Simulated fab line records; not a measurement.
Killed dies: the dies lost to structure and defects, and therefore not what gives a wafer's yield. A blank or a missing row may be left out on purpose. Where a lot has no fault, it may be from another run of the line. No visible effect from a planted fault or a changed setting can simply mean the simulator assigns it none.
fab line records	flow n5-finfet
[record] lots = 7	wafers = 21
route steps=1938 shown BEOL_M5@1160 BEOL_M6@1233 BEOL_M7@1281
start-h: the number of hours between the record's first day and the start of the first shown wafer of the lot	wait-h: how many hours have passed since the lot's step before this one	" repeats the value in the row above	L1.1+2: one row covering several wafers at once	- no value, or no start was given	* or withheld: withheld	< > ~ a bound
route shown NAME@n: a module of which the file shows steps, and the number in the route of the first	usual: the fault-free wafers' mean and standard deviation	same: alike in all rows	chamber/n: place in a boat	sites: readings site by site	_std_site: the values' standard deviation	_edge_site: outer sites' mean less inner sites'	radius-mm: how far each site lies from the wafer's centre	mask NAME#n: copy n	behind: tool/chamber where the wafer was last shaped	hold: what put the lot on hold/how long, in hours/how the hold closed	device: the n, p or np transistor that did not switch	end of line: tests run on the same wafers once the route is complete	a step given without rows: its recipe and nothing more	killed: at the first sort, the dies lost to defects and structure; wafer yield is something else	map: dies across one wafer; x = killed, . = not, _ = none there
set.NAME: the setting as run; set.NAME@STEP: as run at that earlier step	model.NAME: the simulator's own value behind a step, which no gauge read
lots run with intentionally changed settings; tables by step, rows by wafer
[[steps]]
[step N5_BEOL_M5_TRENCH_ETCH_37]
[recipe] chemistry = C4F6/O2	target-depth-a = 716.52	target = SiCOH_lowk	time-s = 24.7	ion-energy-ev = 250	pressure-mtorr = 30	source-w = 345	bias-w = 185	Ar_flow_sccm = 300	C4F6_flow_sccm = 10	O2_flow_sccm = 10
lot.wafer	tool	chamber	start-h	wait-h	set.time-s	model.BEOL_M5.feature-depth-nm	model.etch.depth-nm
L076.1	rie-diel-06	0	-	-	24.7	71.4	71.42
L076.4	"	3	"	"	24.7	73.6	73.56
L076.5	"	1	"	"	24.7	69.4	69.38
L078.2	rie-diel-05	2	-	-	24.7	73.8	73.83
L078.5	"	2	"	"	22.62	68.4	68.32
L078.6	"	1	"	"	22.62	65.8	65.76
L079.2	rie-diel-05	2	-	-	21.93	66	66
L079.3	"	1	"	"	21.93	63.8	63.84
L079.5	"	0	"	"	24.7	73.8	73.75
L082.2	rie-diel-05	0	-	-	24.7	74	74
L082.4	"	0	"	"	24.7	73.4	73.39
L082.6	"	3	"	"	24.7	70.8	70.81
L086.1	rie-diel-05	1	-	-	22.67	66	66.04
L086.5	"	3	"	"	24.7	71.2	71.21
L086.6	"	0	"	"	24.7	74.4	74.48
L089.4	rie-diel-05	0	-	-	22.46	66.8	66.82
L089.5	"	2	"	"	24.7	73.8	73.73
L089.6	"	3	"	"	24.7	71	70.95
L094.2	rie-diel-06	0	-	-	24.7	71.2	71.18
L094.3	"	1	"	"	24.7	70	70.03
L094.4	"	3	"	"	24.7	72.6	72.62
[step N5_BEOL_M5_ETCH_41]
[recipe] chemistry = CH3F/O2	target = SiCN	target-depth-a = 315	taper-deg = 2	time-s = 56.7	ion-energy-ev = 120	mask-material = TiN	pressure-mtorr = 30	source-w = 395	bias-w = 75	Ar_flow_sccm = 150	CH3F_flow_sccm = 30	O2_flow_sccm = 20
[usual] rf-vpp-V = 297.4/1.7
lot.wafer	tool	chamber	start-h	wait-h	set.source-w	rf-vpp-V
L076.1	rie-diel-06	0	-	-	334.8	312.9
L076.4	"	3	"	"	395	298.9
L076.5	"	1	"	"	395	299.6
L078.2	rie-diel-05	2	-	-	395	297.8
L078.5	"	2	"	"	395	297.3
L078.6	"	1	"	"	414.6	293.1
L079.2	rie-diel-05	2	-	-	441.7	286.6
L079.3	"	1	"	"	441.7	286.5
L079.5	"	0	"	"	441.7	284.3
L082.2	rie-diel-05	0	-	-	332.1	314.3
L082.4	"	0	"	"	332.1	313.0
L082.6	"	3	"	"	395	300.9
L086.1	rie-diel-05	1	-	-	374.4	302.3
L086.5	"	3	"	"	395	300.2
L086.6	"	0	"	"	395	296.5
L089.4	rie-diel-05	0	-	-	395	295.5
L089.5	"	2	"	"	395	299.0
L089.6	"	3	"	"	395	299.6
L094.2	rie-diel-06	0	-	-	395	296.9
L094.3	"	1	"	"	395	300.1
L094.4	"	3	"	"	395	298.0
[step N5_BEOL_M5_STRIP_91]
[recipe] chemistry = N2/H2	time-s = 10	power-w = 450	temp-c = 40	pressure-mtorr = 20	rf-frequency-hz = 6e+07	bias-power-w = 7	n2-flow-sccm = 200	h2-flow-sccm = 200
[step N5_BEOL_M5_OCD_MEAS_38]
[usual] trench-depth-nm = 71.8/1.6
lot.wafer	tool	chamber	start-h	wait-h	set.time-s@BEOL_M5_TRENCH_ETCH_37	trench-depth-nm
L076.1	ocd-02	-	185.62	-	24.7	71.3
L076.4	"	-	"	"	24.7	73.1
L076.5	"	-	"	"	24.7	69.4
L078.2	ocd-02	-	191.73	-	24.7	73.7
L078.5	"	-	"	"	22.62	68.6
L078.6	"	-	"	"	22.62	65.8
L079.2	ocd-01	-	198.20	-	21.93	66.1
L079.3	"	-	"	"	21.93	63.9
L079.5	"	-	"	"	24.7	73.8
L082.2	ocd-02	-	214.09	-	24.7	74.1
L082.4	"	-	"	"	24.7	73.5
L082.6	"	-	"	"	24.7	70.5
L086.1	ocd-01	-	232.70	-	22.67	66.5
L086.5	"	-	"	"	24.7	71.0
L086.6	"	-	"	"	24.7	74.1
L089.4	ocd-01	-	253.75	-	22.46	66.3
L089.5	"	-	"	"	24.7	74.0
L089.6	"	-	"	"	24.7	71.3
L094.2	ocd-01	-	290.20	-	24.7	71.1
L094.3	"	-	"	"	24.7	70.2
L094.4	"	-	"	"	24.7	72.9
[step N5_BEOL_M5_HM_STRIP_39]
[recipe] chemistry = peroxide-tin-strip	material = TiN	target-depth-a = 250	temp-c = 50	time-s = 158
[step N5_BEOL_M5_SRD_40]
[recipe] time-s = 30	temp-c = 23	rinse-liquid = diw	dry = ipa-marangoni
[step N5_BEOL_M5_ECD_50]
[recipe] material = Cu	target-thk-a = 3000
[step N5_BEOL_M5_ANNEAL_51]
[recipe] temp-c = 225	time-s = 90	ambient = N2
[step N5_BEOL_M5_CMP_52]
[recipe] stop-on = SiCOH_lowk	t-overpolish-s = 6.9	down-force-psi = 1	platen-rpm = 50	clearing-platen-down-force-psi = 1.5	clearing-platen-rpm = 50	post-cmp-clean = cu-alkaline	target-thk-nm = 62	clearing-platen-pad-velocity-m-s = 0.99484	pad-velocity-m-s = 0.99484
lot.wafer	tool	chamber	start-h	wait-h	set.time-s@BEOL_M5_TRENCH_ETCH_37	model.Cu_of_BEOL_M5_ECD_50.thk-nm
L076.4	cmp-04	2	191.75	0.1	24.7	63
L076.1	"	1	"	"	24.7	60.4
L076.5	"	2	"	"	24.7	58.6
L078.2	cmp-02	1	198.96	0.3	24.7	65.6
L078.5	"	2	"	"	22.62	59.4
L078.6	"	3	"	"	22.62	55.8
L079.3	cmp-02	0	204.74	0.3	21.93	54
L079.2	"	1	"	"	21.93	57.8
L079.5	"	3	"	"	24.7	64
L082.4	cmp-04	1	220.55	0.2	24.7	62.8
L082.2	"	2	"	"	24.7	64
L082.6	"	1	"	"	24.7	60
L086.1	cmp-04	2	239.26	0.4	22.67	54.4
L086.6	"	3	"	"	24.7	62.8
L086.5	"	0	"	"	24.7	61
L089.4	cmp-02	1	261.55	0.1	22.46	58.8
L089.6	"	1	"	"	24.7	62.8
L089.5	"	2	"	"	24.7	64
L094.3	cmp-02	0	296.53	0.2	24.7	61.8
L094.2	"	1	"	"	24.7	62.6
L094.4	"	2	"	"	24.7	63
[step N5_BEOL_M5_THK_MEAS_53]
[recipe] thk-meas-gauge = xrf	reads = Cu_of_BEOL_M5_ECD_50
[usual] M5_THK = 62.8/1.9
lot.wafer	tool	chamber	start-h	wait-h	set.time-s@BEOL_M5_TRENCH_ETCH_37	M5_THK[nm]
L076.1	film-metro-02	-	192.05	-	24.7	61.4
L076.4	"	-	"	"	24.7	63.7
L076.5	"	-	"	"	24.7	59.5
L078.2	film-metro-01	-	199.14	-	24.7	65.9
L078.5	"	-	"	"	22.62	59.8
L078.6	"	-	"	"	22.62	55.8
L079.2	film-metro-02	-	204.96	-	21.93	57.7
L079.3	"	-	"	"	21.93	54.2
L079.5	"	-	"	"	24.7	63.9
L082.2	film-metro-01	-	220.80	-	24.7	63.8
L082.4	"	-	"	"	24.7	62.5
L082.6	"	-	"	"	24.7	59.7
L086.1	film-metro-02	-	239.44	-	22.67	54.8
L086.5	"	-	"	"	24.7	61.2
L086.6	"	-	"	"	24.7	62.8
L089.4	film-metro-02	-	261.85	-	22.46	59.3
L089.5	"	-	"	"	24.7	64.9
L089.6	"	-	"	"	24.7	63.2
L094.2	film-metro-02	-	296.79	-	24.7	63.3
L094.3	"	-	"	"	24.7	62.9
L094.4	"	-	"	"	24.7	63.8
[step N5_BEOL_M5_PRE_CLEAN_77]
[recipe] gas = NH3/H2	time-s = 15	temp-c = *	rf-power-w = 300
[step N5_BEOL_M5_CO_CAP_78]
[recipe] material = Co	target-thk-a = 20	temp-c = 200	precursor = CCTBA/H2	pressure-torr = 30	time-s = 102.1
[step N5_BEOL_M5_PRE_CLEAN_55]
[recipe] gas = NH3	time-s = 15	temp-c = withheld	rf-power-w = 300
[step N5_BEOL_M5_DEP_56]
[recipe] material = SiCN	target-thk-a = 80	temp-c = withheld	precursor = 3MS/NH3	pressure-torr = 3	rf-w = 202	time-s = 14
[step N5_BEOL_M5_RS_MEAS_57]
[recipe] thk-meas-gauge = four-point-probe	reads = Co_of_BEOL_M5_CO_CAP_78+Cu_of_BEOL_M5_ECD_50+Co_of_BEOL_M5_CVD_47+TaN_of_BEOL_M5_ALD_86
[usual] M5_RS = 0.384/0.014
lot.wafer	tool	chamber	start-h	wait-h	set.time-s@BEOL_M5_TRENCH_ETCH_37	M5_RS[ohm/sq]
L076.1	film-metro-01	-	192.31	0.0	24.7	0.399
L076.4	"	-	"	"	24.7	0.380
L076.5	"	-	"	"	24.7	0.414
L078.2	film-metro-02	-	199.43	0.1	24.7	0.360
L078.5	"	-	"	"	22.62	0.407
L078.6	"	-	"	"	22.62	0.440
L079.2	film-metro-01	-	205.29	0.1	21.93	0.421
L079.3	"	-	"	"	21.93	0.458
L079.5	"	-	"	"	24.7	0.372
L082.2	film-metro-01	-	221.06	0.1	24.7	0.372
L082.4	"	-	"	"	24.7	0.381
L082.6	"	-	"	"	24.7	0.403
L086.1	film-metro-02	-	239.70	0.1	22.67	0.452
L086.5	"	-	"	"	24.7	0.394
L086.6	"	-	"	"	24.7	0.381
L089.4	film-metro-02	-	262.11	0.0	22.46	0.413
L089.5	"	-	"	"	24.7	0.371
L089.6	"	-	"	"	24.7	0.382
L094.2	film-metro-01	-	297.10	0.1	24.7	0.383
L094.3	"	-	"	"	24.7	0.388
L094.4	"	-	"	"	24.7	0.380
[step N5_BEOL_M6_ETCH_66]
[recipe] chemistry = N2/H2	target = SOC	target-depth-a = 800	overetch-a = 160	mask-material = SiARC	temp-c = 40	time-s = 120	ion-energy-ev = 200	pressure-mtorr = 30	source-w = 840	bias-w = 150	n2-flow-sccm = 200	h2-flow-sccm = 200
[usual] rf-vpp-V = 523.9/2
lot.wafer	tool	chamber	start-h	wait-h	set.source-w	rf-vpp-V
L076.1	rie-diel-01	0	197.80	0.0	840	521.2
L076.4	"	1	"	"	840	526.2
L076.5	"	2	"	"	981.5	498.6
L078.2	rie-diel-04	3	204.47	0.0	724.4	548.8
L078.5	"	1	"	"	840	523.0
L078.6	"	0	"	"	724.4	553.1
L079.2	rie-diel-02	2	211.12	0.0	840	523.5
L079.3	"	0	"	"	951.7	501.8
L079.5	"	3	"	"	951.7	504.6
L082.2	rie-diel-01	2	225.37	0.0	840	524.9
L082.4	"	0	"	"	949.3	499.8
L082.6	"	1	"	"	840	525.9
L086.1	rie-diel-04	2	244.32	0.0	902.8	513.4
L086.5	"	1	"	"	902.8	509.3
L086.6	"	2	"	"	902.8	513.7
L089.4	rie-diel-01	0	264.89	0.0	840	519.0
L089.5	"	1	"	"	840	525.4
L089.6	"	0	"	"	975.4	494.8
L094.2	rie-diel-02	0	302.94	0.0	840	521.4
L094.3	"	1	"	"	840	524.8
L094.4	"	2	"	"	840	524.6
[step N5_BEOL_M6_VIA_ETCH_34]
[recipe] chemistry = C4F6/O2	target = SiCOH_lowk	target-depth-a = 1263	mask-material = SOC	taper-deg = 4	time-s = 50.9	ion-energy-ev = 250	pressure-mtorr = 30	source-w = 345	bias-w = 185	Ar_flow_sccm = 300	C4F6_flow_sccm = 10	O2_flow_sccm = 10
lot.wafer	tool	chamber	start-h	wait-h	set.time-s	model.etch.depth-nm	model.SOC_of_BEOL_M6_COAT_63.thk-nm
L076.1	rie-diel-01	0	197.90	0.0	50.9	121.4	53.6
L076.4	"	1	"	"	54.59	138.5	53
L076.5	"	2	"	"	54.59	136.2	53.2
L078.2	rie-diel-04	3	204.57	0.0	50.9	123.6	54
L078.5	"	1	"	"	50.9	124.3	54
L078.6	"	0	"	"	50.9	129.2	53.4
L079.2	rie-diel-02	2	211.23	0.0	60.11	146.9	52.6
L079.3	"	0	"	"	50.9	126.1	53.6
L079.5	"	3	"	"	60.11	145.8	53
L082.2	rie-diel-01	2	225.47	0.0	59.16	144.6	52.8
L082.4	"	0	"	"	50.9	120.2	54
L082.6	"	1	"	"	50.9	128.6	53.6
L086.1	rie-diel-04	2	244.42	0.0	50.9	127.3	53.8
L086.5	"	1	"	"	50.9	124.3	54.2
L086.6	"	2	"	"	41.89	104.1	55.2
L089.4	rie-diel-01	0	264.99	0.0	50.9	121.2	54.4
L089.5	"	1	"	"	50.9	127.7	54
L089.6	"	0	"	"	61.74	145.5	53
L094.2	rie-diel-02	0	303.04	0.0	50.9	126.4	53.8
L094.3	"	1	"	"	50.9	127	53.8
L094.4	"	2	"	"	50.9	125.3	53.8
[step N5_BEOL_M7_ETCH_62]
[recipe] chemistry = N2/H2	target = SOC	target-depth-a = 1100	overetch-a = 220	mask-material = SiARC	temp-c = 40	time-s = 165	ion-energy-ev = 200	pressure-mtorr = 30	source-w = 840	bias-w = 150	n2-flow-sccm = 200	h2-flow-sccm = 200
[usual] rf-vpp-V = 524.1/2.4
lot.wafer	tool	chamber	start-h	wait-h	set.source-w	rf-vpp-V	model.SiARC_of_BEOL_M7_COAT_60.thk-nm
L076.1	rie-diel-06	1	204.80	0.0	840	527.7	28.4
L076.4	"	0	"	"	840	523.4	28.4
L076.5	"	3	"	"	840	526.2	28.4
L078.2	rie-diel-05	1	212.13	0.0	892.9	514.3	27.8
L078.5	"	1	"	"	892.9	513.1	27.8
L078.6	"	0	"	"	840	521.2	27.8
L079.2	rie-diel-06	0	218.41	0.0	840	524.1	28.6
L079.3	"	3	"	"	840	524.6	28.4
L079.5	"	1	"	"	840	526.7	28.4
L082.2	rie-diel-03	0	230.28	0.0	987.8	495.7	27.4
L082.4	"	3	"	"	987.8	497.2	27.6
L082.6	"	0	"	"	840	524.2	28
L086.1	rie-diel-06	3	251.99	0.0	840	525.0	28.4
L086.5	"	0	"	"	953.8	500.8	28
L086.6	"	3	"	"	953.8	503.2	27.8
L089.4	rie-diel-03	2	269.49	0.0	840	526.7	28.2
L089.5	"	2	"	"	913.5	513.5	27.8
L089.6	"	3	"	"	840	524.0	28.2
L094.2	rie-diel-03	2	308.73	0.0	840	527.8	28.4
L094.3	"	0	"	"	840	523.2	28.2
L094.4	"	3	"	"	840	522.5	28.2
[step N5_BEOL_M7_TRENCH_ETCH_37]
[recipe] chemistry = C4F6/O2	target-depth-a = 934.78	target = SiCOH_lowk	time-s = 31.2	ion-energy-ev = 250	pressure-mtorr = 30	source-w = 345	bias-w = 185	Ar_flow_sccm = 300	C4F6_flow_sccm = 10	O2_flow_sccm = 10
[usual] rf-vpp-V = 667/13
lot.wafer	tool	chamber	start-h	wait-h	set.bias-w	rf-vpp-V	model.etch.depth-nm	model.BEOL_M7.feature-depth-nm
L076.1	rie-diel-06	1	-	-	185	675	91.15	91.2
L076.4	"	2	"	"	185	664	91.25	91.2
L076.5	"	2	"	"	185	664	90.76	90.8
L078.2	rie-diel-06	0	-	-	185	649	92.94	93
L078.5	"	3	"	"	185	655	94.1	94.2
L078.6	"	2	"	"	185	664	90.99	91
L079.2	rie-diel-05	3	-	-	185	689	92.62	92.6
L079.3	"	1	"	"	212.7	764	98.54	98.6
L079.5	"	1	"	"	212.7	766	98.9	98.8
L082.2	rie-diel-03	0	-	-	185	677	93.43	93.4
L082.4	"	0	"	"	152.3	579	88.27	88.2
L082.6	"	1	"	"	185	669	95.79	95.8
L086.1	rie-diel-05	0	-	-	185	656	96.72	96.8
L086.5	"	2	"	"	197.6	699	99.46	99.4
L086.6	"	1	"	"	185	686	94.9	94.8
L089.4	rie-diel-06	2	-	-	216.3	751	95.63	95.6
L089.5	"	1	"	"	216.3	765	95.07	95
L089.6	"	3	"	"	216.3	741	97.86	97.8
L094.2	rie-diel-03	2	-	-	185	675	94.94	95
L094.3	"	1	"	"	185	667	95.7	95.8
L094.4	"	3	"	"	185	652	95.03	95
[[key]]
[split] step = N5_BEOL_M5_TRENCH_ETCH_37	setting = time-s	stated = 24.7	by = wafer
[response] step = N5_BEOL_M5_TRENCH_ETCH_37	reading = model.BEOL_M5.feature-depth-nm	change = +0.759	per = 1%	r = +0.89
[response] step = N5_BEOL_M5_TRENCH_ETCH_37	reading = model.etch.depth-nm	change = +0.757	per = 1%	r = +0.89
[response] step = N5_BEOL_M5_OCD_MEAS_38	reading = trench-depth-nm	change = +0.754	per = 1%	r = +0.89
[response] step = N5_BEOL_M5_CMP_52	reading = model.Cu_of_BEOL_M5_ECD_50.thk-nm	change = +0.755	per = 1%	r = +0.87
[response] step = N5_BEOL_M5_THK_MEAS_53	reading = M5_THK	change = +0.748	per = 1%	r = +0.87
[response] step = N5_BEOL_M5_RS_MEAS_57	reading = M5_RS	change = -0.00619	per = 1%	r = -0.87
[split] step = N5_BEOL_M5_ETCH_41	setting = source-w	stated = 395	by = wafer
[response] step = N5_BEOL_M5_ETCH_41	reading = rf-vpp-V	change = -0.843	per = 1%	r = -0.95
[split] step = N5_BEOL_M6_ETCH_66	setting = source-w	stated = 840	by = wafer
[response] step = N5_BEOL_M6_ETCH_66	reading = rf-vpp-V	change = -1.72	per = 1%	r = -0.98
[split] step = N5_BEOL_M6_VIA_ETCH_34	setting = time-s	stated = 50.9	by = wafer
[response] step = N5_BEOL_M6_VIA_ETCH_34	reading = model.etch.depth-nm	change = +1.16	per = 1%	r = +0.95
[response] step = N5_BEOL_M6_VIA_ETCH_34	reading = model.SOC_of_BEOL_M6_COAT_63.thk-nm	change = -0.0575	per = 1%	r = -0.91
[split] step = N5_BEOL_M7_ETCH_62	setting = source-w	stated = 840	by = wafer
[response] step = N5_BEOL_M7_ETCH_62	reading = rf-vpp-V	change = -1.56	per = 1%	r = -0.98
[response] step = N5_BEOL_M7_ETCH_62	reading = model.SiARC_of_BEOL_M7_COAT_60.thk-nm	change = -0.0313	per = 1%	r = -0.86
[split] step = N5_BEOL_M7_TRENCH_ETCH_37	setting = bias-w	stated = 185	by = wafer
[response] step = N5_BEOL_M7_TRENCH_ETCH_37	reading = rf-vpp-V	change = +5.11	per = 1%	r = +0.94
[response] step = N5_BEOL_M7_TRENCH_ETCH_37	reading = model.etch.depth-nm	change = +0.391	per = 1%	r = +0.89
[response] step = N5_BEOL_M7_TRENCH_ETCH_37	reading = model.BEOL_M7.feature-depth-nm	change = +0.393	per = 1%	r = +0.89
